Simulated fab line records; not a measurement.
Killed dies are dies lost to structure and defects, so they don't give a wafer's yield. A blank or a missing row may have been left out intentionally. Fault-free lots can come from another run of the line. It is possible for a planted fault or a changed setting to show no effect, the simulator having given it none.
Problem report, 8D (eight disciplines) form, completed by code | flow nand-harc | the parts of the form that need people (team, actions taken, sign-off) are left out

== 1. PROBLEM STATEMENT ==
At NHARC_A_ZERO_WELL_EXPOSE_07, exposure-dose-mJ-cm2 averages 35.15 over 6 wafers from 2 lots, while fault-free wafers read 33.82, standard deviation 0.037. Relative to the usual mean, that is a shift of +36 standard deviations.
The step: exposes mask A ZERO.
First observed at day 11 12:58: wafer L857.1, on krf-scanner-02. At this step, 39 wafers from 13 lots have a number in the record. By rule, "out" or "out of limits" means more than 4 standard deviations away from the usual mean. Any other wafer with a number is counted as sound.

== 2. WHAT IT IS AND WHAT IT IS NOT ==
question                    | is                     | is not
which readings at this step | exposure-dose-mJ-cm2   | -
which lots                  | L857, L858             | L848, L849, L851, L852, L853, L855, L860, L865, L866, L868, L869
which wafers of those lots  | all that have a number | -
read on which tools         | krf-scanner-02         | krf-scanner-03, krf-scanner-04
when                        | from day 11 12:58      | up to then (18 sound wafers); but 15 sound wafers of L860, L865, L866, L868, L869 came after

== 3. SUSPECTS, AND WHAT RULES EACH OUT ==
Counting: a tool at a process step up to the reading stays a suspect if it ran every lot that is out and no sound lot after the first of them.
- rie-diel-01 at NHARC_P_BONDPAD_STRIP_15 (strips in O2): ruled out as a lasting fault. After its first lot that is out, L857 (day 11 09:40), sound lots L860 ran on it.
- krf-scanner-02 at NHARC_A_ZERO_WELL_EXPOSE_07 (exposes mask A ZERO): kept. Every lot that is out went through it, starting with L857 (day 11 12:58), and after that it ran no sound lot; the last sound lot it ran before then is L855 (day 10 20:58). On those wafers its own readings are out: exposure-dose-mJ-cm2.
After counting, what remains is krf-scanner-02 at NHARC_A_ZERO_WELL_EXPOSE_07.

== 4. THE CAUSE (what the simulator had put in) ==
Process parameter drift: krf-scanner-02, from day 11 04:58 on, at NHARC_A_ZERO_WELL_EXPOSE_07. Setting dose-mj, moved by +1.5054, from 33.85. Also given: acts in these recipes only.
This tool alone remained once counting was done.

== 5. THE CHAIN OF EFFECTS, in route order ==
Each row: a reading where the mean over the struck wafers with a number is more than 3 standard deviations away from the usual. Only readings whose record carries a usual standard deviation are examined. hours: median over the lots of the time between each lot's start at the first step of this table that gives one and its start at this step. sigmas: the change, counted in usual standard deviations.
hours | step                        | reading              | usual | on struck wafers | change | sigmas
0     | NHARC_A_ZERO_WELL_EXPOSE_07 | exposure-dose-mJ-cm2 | 33.82 | 35.15            | +1.33  | +36
It contains these process steps:
- NHARC_A_ZERO_WELL_EXPOSE_07: exposes mask A ZERO.

== 6. WHAT WOULD HAVE CAUGHT IT SOONER ==
In this record no reading fell out of limits until day 11 12:58, 8 hours after the fault had begun at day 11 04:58.
